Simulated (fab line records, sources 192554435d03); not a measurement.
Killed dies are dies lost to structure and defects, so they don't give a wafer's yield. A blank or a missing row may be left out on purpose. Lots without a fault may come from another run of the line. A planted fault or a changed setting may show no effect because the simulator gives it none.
Chamber matching | flow n5_finfet | N5_FIN_SAQP_PECVD_06 on pecvd-01: 3 sister chambers
The step deposits a-Si from SiH4/He, target thk 60 nm, time 48.1 s. 18 wafers are shown with their chamber, then 9 later ones without.

WAFERS WITH THEIR CHAMBER
wafer  | chamber | throttle_valve_pct (%) | showerhead_plenum_p_Torr (Torr) | heater_power_w (W)
L079.2 | 0       | 17.7                   | 5.62                            | 885
L079.4 | 2       | 19.1                   | 5.65                            | 696
L079.5 | 1       | 19.0                   | 5.67                            | 872
L081.2 | 2       | 19.0                   | 5.66                            | 742
L081.3 | 1       | 19.1                   | 5.67                            | 910
L081.6 | 1       | 18.6                   | 5.68                            | 926
L088.1 | 1       | 18.6                   | 5.69                            | 948
L088.2 | 2       | 19.4                   | 5.65                            | 757
L088.4 | 2       | 19.0                   | 5.63                            | 753
L090.3 | 0       | 17.8                   | 5.63                            | 936
L090.5 | 2       | 19.2                   | 5.64                            | 730
L090.6 | 1       | 18.9                   | 5.67                            | 837
L091.1 | 2       | 19.2                   | 5.66                            | 653
L091.4 | 0       | 17.7                   | 5.62                            | 927
L091.5 | 1       | 18.8                   | 5.68                            | 979
L092.4 | 0       | 17.8                   | 5.63                            | 819
L092.5 | 1       | 19.0                   | 5.68                            | 888
L092.6 | 2       | 19.3                   | 5.65                            | 747

SIGNATURES (means of the wafers above)
reading                  | chamber 0 | chamber 1 | chamber 2 | scatter within a chamber
throttle_valve_pct       | 17.750    | 18.857    | 19.171    | 0.159
showerhead_plenum_p_Torr | 5.6250    | 5.6771    | 5.6486    | 0.00867
heater_power_w           | 891.75    | 908.57    | 725.43    | 45.4
Rule: a wafer's distance from a chamber is the root of the sum, over the readings, of the square of ((its reading less the chamber's mean) divided by the reading's scatter). The wafer belongs to the nearest chamber; if the next one is less than 2 further off, it can't be placed. The scatter: the root of (the sum of the squares of (reading less its chamber's mean) over the shown wafers, divided by (wafers less chambers)).

WAFERS WITHOUT THEIR CHAMBER
wafer  | throttle_valve_pct (%) | showerhead_plenum_p_Torr (Torr) | heater_power_w (W)
L094.1 | 18.8                   | 5.69                            | 967
L094.4 | 18.7                   | 5.68                            | 977
L094.5 | 19.1                   | 5.66                            | 682
L096.1 | 19.1                   | 5.65                            | 725
L096.2 | 17.9                   | 5.62                            | 912
L096.3 | 19.0                   | 5.69                            | 969
L096.4 | 17.9                   | 5.61                            | 890
L096.5 | 19.0                   | 5.64                            | 750
L096.6 | 19.0                   | 5.68                            | 993

WHICH CHAMBER EACH WENT THROUGH
wafer  | from the rows above | in truth
L094.1 | 1                   | 1
L094.4 | 1                   | 1
L094.5 | 2                   | 2
L096.1 | 2                   | 2
L096.2 | 0                   | 0
L096.3 | 1                   | 1
L096.4 | 0                   | 0
L096.5 | 2                   | 2
L096.6 | 1                   | 1
Placed correctly: 9 of 9. Can't be placed from these rows: 0. Placed wrongly: 0.
